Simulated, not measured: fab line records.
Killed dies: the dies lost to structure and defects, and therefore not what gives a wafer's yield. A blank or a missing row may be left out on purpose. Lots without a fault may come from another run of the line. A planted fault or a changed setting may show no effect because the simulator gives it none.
fab line records + flow nandHarc
[record]
- lots = 7
- wafers = 19
- lastDay = 25
route steps=1159 shown A_CONTACT@946 END@1159
lots that met no fault: taken from a fault-free run of the same line
startH: the number of hours between the record's first day and the start of the first shown wafer of the lot + waitH: hours from the lot's prior step to this one + " repeats the value in the row above + L1.1+2: a row that stands for several wafers + - either no value or no given start + * or withheld: withheld + < > ~ a bound
route shown NAME@n: NAME is a module with steps in the file, n the number in the route of the first one + usual: mean and standard deviation over wafers with no fault + same: alike in all rows + chamber/n: place in a boat + sites: the reading at each site + _std_site: their standard deviation + _edge_site: the outer-site mean with the inner-site mean subtracted + radiusMm: for every site, how far away it sits from the centre of the wafer + mask NAME#n: copy n + behind: the tool/chamber that last shaped the wafer + hold: what put the lot on hold/how long, in hours/how the hold closed + device: the n, p or np transistor that did not switch + end of line: at the end of the route, the tests of the same wafers + for a step that has no rows: nothing shown but its recipe + killed: not the wafer's yield, but the dies lost to structure and defects at the first sort + map: the dies of a wafer, with x for killed, . for not killed, _ for no die there
set.NAME: setting as actually run; set.NAME@STEP: the setting as run at that earlier step + model.NAME: the simulator's own value behind a step, which no gauge read
certain route steps with their lots: each step a table, each wafer a row
services: a tool's chamber out of use, with start hour (startH, from the record's first day; less than 0 if before it), hours out, and reason
[[steps]]
[step NHARC_A_CONTACT_ETCH_137]
[recipe]
- sourceW = withheld
- pressureMtorr = 20
- biasV = 3000
- timeS = 132
- targetDepthA = 12870
- arFlowSccm = withheld
- c4f8FlowSccm = withheld
- o2FlowSccm = withheld
- chemistry = C4F8/O2/Ar
| lot.wafer | tool          | chamber | startH | waitH | rfHoursCounterH |
|-----------|---------------|---------|--------|-------|-----------------|
| L698.1    | harCapEtch-02 | 1       | 385.52 | 0.1   | 11              |
| L698.4    | "             | 1       | "      | "     | -               |
| L698.5    | "             | 1       | "      | "     | -               |
| L703.1    | harCapEtch-02 | 1       | 423.55 | 0.1   | 16              |
| L703.3    | "             | 1       | "      | "     | -               |
| L703.5    | "             | 1       | "      | "     | -               |
| L706.2    | harCapEtch-02 | 1       | 439.97 | 0.1   | 19              |
| L706.6    | "             | 1       | "      | "     | -               |
| L706.5    | "             | 0       | "      | "     | -               |
| L712.2    | harCapEtch-02 | 1       | 478.12 | 0.1   | 25              |
| L712.6    | "             | 1       | "      | "     | -               |
| L714.1    | harCapEtch-03 | 1       | 495.31 | 0.1   | 108             |
| L714.2    | "             | 0       | "      | "     | 108             |
| L716.2    | harCapEtch-01 | 0       | 502.83 | 0.1   | 81              |
| L716.4    | "             | 1       | "      | "     | -               |
| L716.5    | "             | 1       | "      | "     | -               |
| L718.1    | harCapEtch-01 | 0       | 541.40 | 0.1   | 88              |
| L718.3    | "             | 1       | "      | "     | -               |
| L718.6    | "             | 1       | "      | "     | -               |
[step NHARC_A_CONTACT_ETCH_138]
[recipe]
- sourceW = withheld
- pressureMtorr = 20
- biasV = 3000
- timeS = 132
- targetDepthA = 12890
- arFlowSccm = withheld
- c4f8FlowSccm = withheld
- o2FlowSccm = withheld
- chemistry = C4F8/O2/Ar
| lot.wafer | tool          | chamber | startH | waitH | rfHoursCounterH |
|-----------|---------------|---------|--------|-------|-----------------|
| L698.1    | harCapEtch-02 | 1       | 385.64 | 0.1   | 11              |
| L698.4    | "             | 1       | "      | "     | -               |
| L698.5    | "             | 1       | "      | "     | -               |
| L703.1    | harCapEtch-02 | 1       | 423.68 | 0.1   | 16              |
| L703.3    | "             | 1       | "      | "     | -               |
| L703.5    | "             | 1       | "      | "     | -               |
| L706.2    | harCapEtch-02 | 1       | 440.09 | 0.1   | 19              |
| L706.6    | "             | 1       | "      | "     | -               |
| L706.5    | "             | 0       | "      | "     | -               |
| L712.2    | harCapEtch-02 | 1       | 478.25 | 0.1   | 26              |
| L712.6    | "             | 1       | "      | "     | -               |
| L714.1    | harCapEtch-03 | 1       | 495.43 | 0.1   | 108             |
| L714.2    | "             | 0       | "      | "     | 108             |
| L716.2    | harCapEtch-01 | 0       | 502.96 | 0.1   | 81              |
| L716.4    | "             | 1       | "      | "     | -               |
| L716.5    | "             | 1       | "      | "     | -               |
| L718.1    | harCapEtch-01 | 0       | 541.52 | 0.1   | 88              |
| L718.3    | "             | 1       | "      | "     | -               |
| L718.6    | "             | 1       | "      | "     | -               |
[step NHARC_A_CONTACT_ETCH_139]
[recipe]
- sourceW = withheld
- pressureMtorr = 20
- biasV = 400
- timeS = 137
- targetDepthA = 5900
- arFlowSccm = withheld
- c4f8FlowSccm = 11.5
- o2FlowSccm = 7.2
- chemistry = C4F8/O2/Ar
| lot.wafer | tool          | chamber | startH | waitH | rfHoursCounterH |
|-----------|---------------|---------|--------|-------|-----------------|
| L698.1    | harCapEtch-02 | 1       | 385.78 | 0.1   | 11              |
| L698.4    | "             | 1       | "      | "     | -               |
| L698.5    | "             | 1       | "      | "     | -               |
| L703.1    | harCapEtch-02 | 1       | 423.82 | 0.1   | 16              |
| L703.3    | "             | 1       | "      | "     | -               |
| L703.5    | "             | 1       | "      | "     | -               |
| L706.2    | harCapEtch-02 | 1       | 440.22 | 0.1   | 19              |
| L706.6    | "             | 1       | "      | "     | -               |
| L706.5    | "             | 0       | "      | "     | -               |
| L712.2    | harCapEtch-02 | 1       | 478.39 | 0.1   | 26              |
| L712.6    | "             | 1       | "      | "     | -               |
| L714.1    | harCapEtch-03 | 1       | 495.55 | 0.1   | 108             |
| L714.2    | "             | 0       | "      | "     | 108             |
| L716.2    | harCapEtch-01 | 0       | 503.08 | 0.1   | 81              |
| L716.4    | "             | 1       | "      | "     | -               |
| L716.5    | "             | 1       | "      | "     | -               |
| L718.1    | harCapEtch-01 | 0       | 541.64 | 0.1   | 88              |
| L718.3    | "             | 1       | "      | "     | -               |
| L718.6    | "             | 1       | "      | "     | -               |
[step NHARC_A_CONTACT_ETCH_92]
[recipe]
- targetDepthA = 400
- overEtchFrac = 0.5
- timeS = 85.7
- ionEnergyEv = 120
- ch3fFlowSccm = 50
- o2FlowSccm = 30
- arFlowSccm = 200
- rfW = 500
- biasW = 100
- chemistry = CH3F/O2
[step NHARC_A_CONTACT_ETCH_98]
[recipe]
- targetDepthA = 200
- overEtchFrac = 0.5
- timeS = 10
- ionEnergyEv = 250
- c4f6FlowSccm = 25
- o2FlowSccm = 20
- arFlowSccm = 500
- rfW = 600
- biasW = 500
- chemistry = C4F6/O2
[usual]
- drypumpMotorCurrentA = 5.9/0.48
- oesProductAu = 0.958/0.019
- rfVppV = 546/3.6
- showerheadPlenumPTorr = 3.88/0.17
- throttleValvePct = 26.904/0.0083
| lot.wafer | tool       | chamber | startH | waitH | drypumpMotorCurrentA | oesProductAu | rfHoursCounterH | rfVppV | showerheadPlenumPTorr | throttleValvePct |
|-----------|------------|---------|--------|-------|----------------------|--------------|-----------------|--------|-----------------------|------------------|
| L698.1    | rieDiel-04 | 3       | -      | -     | 6.0                  | 0.931        | 34              | 549    | 4.02                  | 26.900           |
| L698.4    | "          | 0       | "      | "     | 5.7                  | 0.941        | 33              | 548    | 4.01                  | 26.899           |
| L698.5    | "          | 0       | "      | "     | 5.7                  | 0.931        | -               | 550    | 4.01                  | 26.912           |
| L703.1    | rieDiel-08 | 1       | -      | -     | 6.1                  | 0.950        | 24              | 544    | 3.83                  | 26.900           |
| L703.3    | "          | 0       | "      | "     | 6.3                  | 0.960        | 20              | 543    | 3.79                  | 26.900           |
| L703.5    | "          | 2       | "      | "     | 4.9                  | 0.979        | -               | 550    | 4.13                  | 26.914           |
| L706.2    | rieDiel-06 | 0       | -      | -     | 5.6                  | 0.965        | 4               | 553    | 4.22                  | 26.909           |
| L706.6    | "          | 1       | "      | "     | 6.2                  | 0.968        | -               | 543    | 3.69                  | 26.890           |
| L706.5    | "          | 2       | "      | "     | 5.7                  | 0.970        | -               | 542    | 3.69                  | 26.903           |
| L712.2    | rieDiel-06 | 0       | -      | -     | 5.6                  | 0.945        | 23              | 553    | 4.21                  | 26.903           |
| L712.6    | "          | 1       | "      | "     | 6.2                  | 0.941        | -               | 541    | 3.68                  | 26.909           |
| L714.2    | rieDiel-06 | 2       | -      | -     | 5.7                  | 0.935        | 27              | 542    | 3.67                  | 26.907           |
| L714.1    | "          | 0       | "      | "     | 5.6                  | 0.949        | 26              | 554    | 4.21                  | 26.915           |
| L716.4    | rieDiel-06 | 1       | -      | -     | 6.2                  | 0.988        | 29              | 543    | 3.67                  | 26.918           |
| L716.2    | "          | 0       | "      | "     | 5.6                  | 1.001        | 30              | 551    | 4.21                  | 26.907           |
| L716.5    | "          | 2       | "      | "     | 5.7                  | 0.989        | -               | 543    | 3.67                  | 26.911           |
| L718.3    | rieDiel-08 | 0       | 542.23 | 0.1   | 6.3                  | 0.981        | 11              | 543    | 3.78                  | 26.908           |
| L718.1    | "          | 2       | "      | "     | 4.9                  | 0.976        | 10              | 549    | 4.12                  | 26.899           |
| L718.6    | "          | 0       | "      | "     | 6.3                  | 0.973        | -               | 543    | 3.78                  | 26.919           |
[step NHARC_A_CONTACT_CD_MEAS_15]
[usual]
- cdNm = 90.1/0.49
| lot.wafer | tool     | chamber | startH | waitH | cdNm |
|-----------|----------|---------|--------|-------|------|
| L698.1    | cdSem-02 | -       | 386.37 | -     | 90.6 |
| L698.4    | "        | -       | "      | "     | 90.7 |
| L698.5    | "        | -       | "      | "     | 90.7 |
| L703.1    | cdSem-02 | -       | 424.76 | -     | 90.6 |
| L703.3    | "        | -       | "      | "     | 90.5 |
| L703.5    | "        | -       | "      | "     | 90.7 |
| L706.2    | cdSem-01 | -       | 440.99 | -     | 90.5 |
| L706.5    | "        | -       | "      | "     | 90.4 |
| L706.6    | "        | -       | "      | "     | 89.8 |
| L712.2    | cdSem-02 | -       | 478.97 | -     | 89.6 |
| L712.6    | "        | -       | "      | "     | 90.1 |
| L714.1    | cdSem-03 | -       | 496.17 | -     | 89.4 |
| L714.2    | "        | -       | "      | "     | 90.2 |
| L716.2    | cdSem-02 | -       | 503.70 | -     | 89.3 |
| L716.4    | "        | -       | "      | "     | 90.0 |
| L716.5    | "        | -       | "      | "     | 90.0 |
| L718.1    | cdSem-02 | -       | 542.32 | -     | 90.0 |
| L718.3    | "        | -       | "      | "     | 89.6 |
| L718.6    | "        | -       | "      | "     | 89.2 |
[step NHARC_A_CONTACT_STRIP_107]
[recipe]
- n2FlowSccm = 150
- h2FlowSccm = 150
- arFlowSccm = 0
- biasW = 0
- chemistry = N2/H2
[step NHARC_A_CONTACT_STRIP_108]
[recipe]
- cf4FlowSccm = 100
- chf3FlowSccm = 30
- arFlowSccm = 0
- biasW = 0
- chemistry = CF4/CHF3
[step NHARC_A_CONTACT_STRIP_109]
[recipe]
- o2FlowSccm = 400
- cosFlowSccm = 20
- arFlowSccm = 0
- biasW = 0
- chemistry = O2/COS
[step NHARC_A_CONTACT_ETCH_110]
[recipe]
- targetDepthA = 500
- overetchA = 50
- timeS = 27.5
- ionEnergyEv = 100
- cf4FlowSccm = 80
- o2FlowSccm = 20
- arFlowSccm = 0
- rfW = 300
- biasW = 100
- chemistry = CF4/O2
[usual]
- drypumpMotorCurrentA = 5.8/0.48
- oesProductAu = 1.001/0.01
- rfVppV = 197.7/1.5
- showerheadPlenumPTorr = 1.33/0.057
- throttleValvePct = 13.395/0.0097
| lot.wafer | tool       | chamber | startH | waitH | drypumpMotorCurrentA | oesProductAu | rfHoursCounterH | rfVppV | showerheadPlenumPTorr | throttleValvePct |
|-----------|------------|---------|--------|-------|----------------------|--------------|-----------------|--------|-----------------------|------------------|
| L698.4    | rieDiel-04 | 0       | 386.69 | 0.1   | 5.7                  | 0.997        | 33              | 198.4  | 1.36                  | 13.387           |
| L698.1    | "          | 1       | "      | "     | 5.5                  | 1.000        | 31              | 196.2  | 1.31                  | 13.388           |
| L698.5    | "          | 0       | "      | "     | 5.7                  | 1.000        | -               | 198.2  | 1.36                  | 13.398           |
| L703.1    | rieDiel-08 | 0       | 425.06 | 0.1   | 6.3                  | 1.005        | 20              | 197.1  | 1.29                  | 13.409           |
| L703.3    | "          | 1       | "      | "     | 6.1                  | 0.980        | 24              | 197.3  | 1.30                  | 13.380           |
| L703.5    | "          | 2       | "      | "     | 4.9                  | 0.994        | -               | 199.3  | 1.41                  | 13.409           |
| L706.2    | rieDiel-08 | 2       | 441.44 | 0.1   | 4.9                  | 0.991        | 24              | 199.5  | 1.41                  | 13.406           |
| L706.6    | "          | 3       | "      | "     | 6.2                  | 1.003        | -               | 195.2  | 1.27                  | 13.413           |
| L706.5    | "          | 0       | "      | "     | 6.3                  | 1.011        | -               | 195.4  | 1.29                  | 13.385           |
| L712.2    | rieDiel-04 | 3       | 479.26 | 0.1   | 5.9                  | 0.994        | 1               | 197.9  | 1.37                  | 13.383           |
| L712.6    | "          | 2       | "      | "     | 5.6                  | 0.992        | -               | 200.5  | 1.42                  | 13.386           |
| L714.1    | rieDiel-04 | 3       | 496.46 | 0.0   | 6.0                  | 1.002        | 5               | 197.6  | 1.37                  | 13.398           |
| L714.2    | "          | 1       | "      | "     | 5.5                  | 1.000        | 5               | 197.9  | 1.30                  | 13.399           |
| L716.4    | rieDiel-08 | 0       | 503.99 | 0.1   | 6.3                  | 1.015        | 3               | 195.8  | 1.28                  | 13.401           |
| L716.2    | "          | 2       | "      | "     | 4.9                  | 1.003        | 2               | 200.2  | 1.41                  | 13.385           |
| L716.5    | "          | 0       | "      | "     | 6.3                  | 1.028        | -               | 197.2  | 1.28                  | 13.406           |
| L718.1    | rieDiel-08 | 2       | 542.82 | 0.1   | 4.9                  | 1.010        | 10              | 199.9  | 1.41                  | 13.383           |
| L718.3    | "          | 3       | "      | "     | 6.2                  | 1.000        | 11              | 195.3  | 1.27                  | 13.397           |
| L718.6    | "          | 0       | "      | "     | 6.3                  | 1.019        | -               | 196.4  | 1.28                  | 13.404           |
[step NHARC_A_CONTACT_STRIP_26]
[recipe]
- o2FlowSccm = 500
- arFlowSccm = 0
- biasW = 0
- chemistry = O2
[step NHARC_A_CONTACT_STRIP_27]
[recipe]
- timeS = 600
- tempC = 30
- chemistry = postEtchResidueRemover
[step NHARC_A_CONTACT_ALD_18]
[recipe]
- targetThkA = 30
- pulseTimeS = 1
- aldCycles = 150
- tempC = 450
- material = TiN
[usual]
- aldCycles = 150/0
- heaterPowerOuterW = 661/43
- heaterPowerW = 1039/81
- precursorPulseHeightRel = 1.001/0.023
[same]
- pulseTimeS = 1
| lot.wafer | tool        | chamber | startH | waitH | aldCycles | heaterPowerOuterW | heaterPowerW | precursorPulseHeightRel |
|-----------|-------------|---------|--------|-------|-----------|-------------------|--------------|-------------------------|
| L698.4    | aldMetal-01 | 2       | 387.33 | -     | 150       | 541               | 832          | 0.975                   |
| L698.1    | "           | 0       | "      | "     | 150       | 675               | 1091         | 0.993                   |
| L698.5    | "           | 2       | "      | "     | 150       | 534               | 813          | 1.018                   |
| L703.1    | aldMetal-03 | 1       | 425.76 | -     | 150       | 659               | 1017         | 1.016                   |
| L703.3    | "           | 3       | "      | "     | 150       | 684               | 1020         | 1.050                   |
| L703.5    | "           | 0       | "      | "     | 150       | 643               | 1002         | 1.001                   |
| L706.2    | aldMetal-04 | 1       | 442.14 | -     | 150       | 697               | 1065         | 1.027                   |
| L706.5    | "           | 0       | "      | "     | 150       | 705               | 1007         | 0.980                   |
| L706.6    | "           | 1       | "      | "     | 150       | 681               | 1084         | 0.970                   |
| L712.2    | aldMetal-04 | 3       | 479.95 | -     | 146       | 692               | 1087         | 1.007                   |
| L712.6    | "           | 2       | "      | "     | 146       | 668               | 1107         | 0.987                   |
| L714.1    | aldMetal-04 | 2       | 497.14 | -     | 150       | 650               | 1120         | 1.003                   |
| L714.2    | "           | 3       | "      | "     | 146       | 696               | 1130         | 0.977                   |
| L716.4    | aldMetal-04 | 2       | 504.70 | -     | 150       | 684               | 1115         | 0.983                   |
| L716.2    | "           | 3       | "      | "     | 146       | 699               | 1120         | 0.965                   |
| L716.5    | "           | 2       | "      | "     | 150       | 668               | 1123         | 0.980                   |
| L718.3    | aldMetal-01 | 2       | 543.52 | -     | 150       | 572               | 872          | 1.005                   |
| L718.1    | "           | 1       | "      | "     | 150       | 664               | 1016         | 1.010                   |
| L718.6    | "           | 1       | "      | "     | 150       | 681               | 1011         | 0.988                   |
[step NHARC_A_CONTACT_CVD_19]
[recipe]
- targetThkA = 3000
- tempC = 300
- pressureTorr = 40
- wf6FlowSccm = 40
- h2FlowSccm = 1600
- arFlowSccm = 1560
- timeS = 802
- material = W
[step NHARC_END_SORT_01]
[recipe]
- tempC = 25
[usual]
- killedAtArray = 28/11
- killedAtOther = 0.7/1.1
- killedAtPeriphery = 2.9/2
- killedDies = 32/11
- killedOpen = 3.2/1.8
- killedShort = 2.0/1.4
[same]
- grossDies = 677
| lot.wafer | tool      | chamber | startH | waitH | killedAtArray | killedAtOther | killedAtPeriphery | killedDies | killedOpen | killedShort |
|-----------|-----------|---------|--------|-------|---------------|---------------|-------------------|------------|------------|-------------|
| L698.1    | prober-01 | 0       | 443.34 | 2.5   | 11            | 1             | 4                 | 16         | 3          | 2           |
| L698.4    | prober-01 | 0       | 445.75 | 3.4   | 18            | 0             | 1                 | 19         | 3          | 3           |
| L698.5    | prober-01 | 0       | 446.56 | 3.7   | 12            | 0             | 1                 | 13         | 3          | 1           |
| L703.1    | prober-01 | 0       | 475.22 | 2.5   | 29            | 4             | 7                 | 40         | 4          | 2           |
| L703.3    | prober-01 | 0       | 476.81 | 3.1   | 25            | 2             | 5                 | 32         | 3          | 1           |
| L703.5    | prober-01 | 0       | 478.39 | 3.7   | 28            | 4             | 3                 | 35         | 6          | 2           |
| L712.2    | prober-02 | 0       | 534.82 | 2.8   | 28            | 3             | 3                 | 34         | 6          | 3           |
| L712.6    | prober-02 | 0       | 538.05 | 4.0   | 28            | 4             | 5                 | 37         | 6          | 2           |
| L714.1    | prober-02 | 0       | 547.94 | 2.5   | 44            | 0             | 3                 | 47         | 4          | 2           |
| L714.2    | prober-02 | 0       | 548.74 | 2.8   | 45            | 0             | 0                 | 45         | 1          | 0           |
| L716.2    | prober-01 | 0       | 556.84 | 2.8   | 46            | 1             | 5                 | 52         | 3          | 2           |
| L716.4    | prober-01 | 0       | 558.45 | 3.4   | 47            | 0             | 4                 | 51         | 5          | 1           |
| L716.5    | prober-01 | 0       | 559.25 | 3.7   | 37            | 0             | 10                | 47         | 5          | 2           |
// killed by level:class
L698.1 A_STAIRCASE:chamberFilmFlake=6 P_M1:geometricParticle:short=1 P_M2:geometricParticle:open=1 A_ONON_D1:geometricParticle:open=1 A_CHANNEL_FILL_D1:geometricParticle:short=1 A_BLC:geometricParticle:open=1 P_ZERO_WELL:chamberFilmFlake=1 P_CONTACT:chamberFilmFlake=1
L698.4 A_CHANNEL_HOLE_D1:chamberFilmFlake=4 A_SLIT:chamberFilmFlake=4 A_STAIRCASE:chamberFilmFlake=3 A_SGD_CUT:geometricParticle:short=2 A_ONON_D1:geometricParticle:short=1 A_CHANNEL_FILL_D1:geometricParticle:open=1 A_CONTACT:geometricParticle:open=1 A_BLC:geometricParticle:open=1
L698.5 A_STAIRCASE:chamberFilmFlake=5 A_SLIT:chamberFilmFlake=2 P_CONTACT:geometricParticle:open=1 A_ONON_D1:geometricParticle:short=1 A_CHANNEL_FILL_D1:geometricParticle:open=1 A_CONTACT:geometricParticle:open=1 A_CHANNEL_HOLE_D1:chamberFilmFlake=1 A_WL_FILL:chamberFilmFlake=1
L703.1 A_CHANNEL_HOLE_D1:chamberFilmFlake=18 P_GATE:chamberFilmFlake=4 A_STAIRCASE:chamberFilmFlake=4 THIN_TSV:chamberFilmFlake=4 A_CONTACT:chamberFilmFlake=2 P_GATE:geometricParticle:open=1 P_CONTACT:geometricParticle:open=1 A_ONON_D1:geometricParticle:short=1
L703.3 A_CHANNEL_HOLE_D1:chamberFilmFlake=13 A_CONTACT:chamberFilmFlake=5 P_GATE:chamberFilmFlake=4 A_BONDPAD:chamberFilmFlake=4 THIN_TSV:chamberFilmFlake=2 P_CONTACT:geometricParticle:open=1 A_SOURCE_PLATE:geometricParticle:open=1 A_CONTACT:geometricParticle:open=1
L703.5 A_CHANNEL_HOLE_D1:chamberFilmFlake=15 A_CONTACT:chamberFilmFlake=4 A_BONDPAD:chamberFilmFlake=3 A_STAIRCASE:chamberFilmFlake=2 THIN_TSV:chamberFilmFlake=2 P_CONTACT:geometricParticle:open=1 P_CONTACT:geometricParticle:short=1 P_M0:geometricParticle:open=1
L712.2 A_SLIT:chamberFilmFlake=12 A_CHANNEL_HOLE_D1:chamberFilmFlake=5 A_STAIRCASE:chamberFilmFlake=2 A_CONTACT:chamberFilmFlake=2 THIN_TSV:chamberFilmFlake=2 P_CONTACT:geometricParticle:open=1 P_M0:geometricParticle:open=1 A_ONON_D1:geometricParticle:short=1
L712.6 A_SLIT:chamberFilmFlake=11 P_ZERO_WELL:chamberFilmFlake=4 A_CHANNEL_HOLE_D1:chamberFilmFlake=4 THIN_TSV:chamberFilmFlake=4 A_STAIRCASE:chamberFilmFlake=3 A_CONTACT:chamberFilmFlake=3 A_CONTACT:geometricParticle:open=2 A_M0:geometricParticle:open=2
L714.1 A_CHANNEL_HOLE_D1:chamberFilmFlake=23 A_SLIT:chamberFilmFlake=12 A_STAIRCASE:chamberFilmFlake=4 P_M0:geometricParticle:open=2 A_CONTACT:geometricParticle:open=2 A_CONTACT:chamberFilmFlake=2 P_STI:geometricParticle:short=1 A_ONON_D1:geometricParticle:short=1
L714.2 A_CHANNEL_HOLE_D1:chamberFilmFlake=17 A_SLIT:chamberFilmFlake=16 A_CONTACT:chamberFilmFlake=10 A_CHANNEL_FILL_D1:geometricParticle:open=1 A_STAIRCASE:chamberFilmFlake=1
L716.2 A_SLIT:chamberFilmFlake=18 A_CHANNEL_HOLE_D1:chamberFilmFlake=16 A_CONTACT:chamberFilmFlake=8 P_M0:chamberFilmFlake=4 A_WL_FILL:geometricParticle:short=2 P_CONTACT:geometricParticle:open=1 A_CONTACT:geometricParticle:open=1 STARTING-WAFER:geometricParticle:open=1
L716.4 A_CHANNEL_HOLE_D1:chamberFilmFlake=23 A_SLIT:chamberFilmFlake=13 A_CONTACT:chamberFilmFlake=3 A_CONTACT:geometricParticle:open=2 P_M0:chamberFilmFlake=2 A_SGD_CUT:chamberFilmFlake=2 P_M0:geometricParticle:open=1 A_ONON_D1:geometricParticle:open=1
L716.5 A_CHANNEL_HOLE_D1:chamberFilmFlake=20 A_SLIT:chamberFilmFlake=12 P_M0:chamberFilmFlake=3 A_CONTACT:chamberFilmFlake=3 P_CONTACT:geometricParticle:open=2 P_GATE:geometricParticle:short=1 P_M0:geometricParticle:open=1 P_M1:geometricParticle:open=1
[[services]]
| tool          | chamber | startH | hours | kind   |
|---------------|---------|--------|-------|--------|
| rieDiel-08    | 0       | 384.36 | -     | clean  |
| rieDiel-08    | 1       | 384.36 | -     | clean  |
| rieDiel-08    | 2       | 384.36 | -     | clean  |
| rieDiel-08    | 3       | 384.36 | -     | clean  |
| rieDiel-08    | 2       | 384.74 | 5.2   | repair |
| aldMetal-04   | -       | 406.00 | 10.0  | pm     |
| harCapEtch-02 | -       | 407.79 | 0.4   | repair |
| rieDiel-08    | 0       | 408.96 | -     | clean  |
| rieDiel-08    | 1       | 408.96 | -     | clean  |
| rieDiel-08    | 2       | 408.96 | -     | clean  |
| rieDiel-08    | 3       | 408.96 | -     | clean  |
| rieDiel-04    | 3       | 419.08 | 20.6  | repair |
| rieDiel-06    | -       | 419.80 | 9.0   | pm     |
| aldMetal-01   | -       | 458.00 | 10.0  | pm     |
| aldMetal-03   | 2       | 465.95 | 2.1   | repair |
| rieDiel-04    | -       | 466.31 | 9.0   | pm     |
| rieDiel-06    | 1       | 467.15 | 1.4   | repair |
| rieDiel-08    | -       | 478.86 | 9.0   | pm     |
| rieDiel-06    | 1       | 498.91 | 4.0   | repair |
| aldMetal-03   | -       | 500.00 | 10.0  | pm     |
| rieDiel-08    | -       | 504.61 | 0.9   | repair |
| rieDiel-08    | 1       | 510.47 | 3.5   | repair |
| aldMetal-01   | 3       | 539.42 | 8.6   | repair |
| rieDiel-08    | 1       | 539.98 | 9.6   | repair |
[[key]]
[firstSign]
- step = NHARC_A_CONTACT_ALD_18
- reading = aldCycles
- direction = down
- sigmas = 99+
- usual = 150
- struck = 146
effect none on later readings
metAt NHARC_A_CONTACT_ALD_18
struckWafers L712.2,L712.6,L714.2,L716.2
testerLeftOut L712,L714,L716
onsetBetween 442.14 479.95
[fault]
- kind = processParameterDrift
- tool = aldMetal-04
- chamber = -
- onsetH = 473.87
- steps = NHARC_A_CONTACT_ALD_18
- channel = aldCycles
- offset = -4
- shape = step
- endH = 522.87
- scope = struckWafersOnly
- actsIn = theseRecipesOnly
- stated = 150
// testerLeftOut: of these lots the tester's yield and bins aren't shown, on N5 and GAA mostly nor the transistor test; their killed dies are dies lost to structure and defects alone, not to doping, threshold or leakage, so they don't give the yield
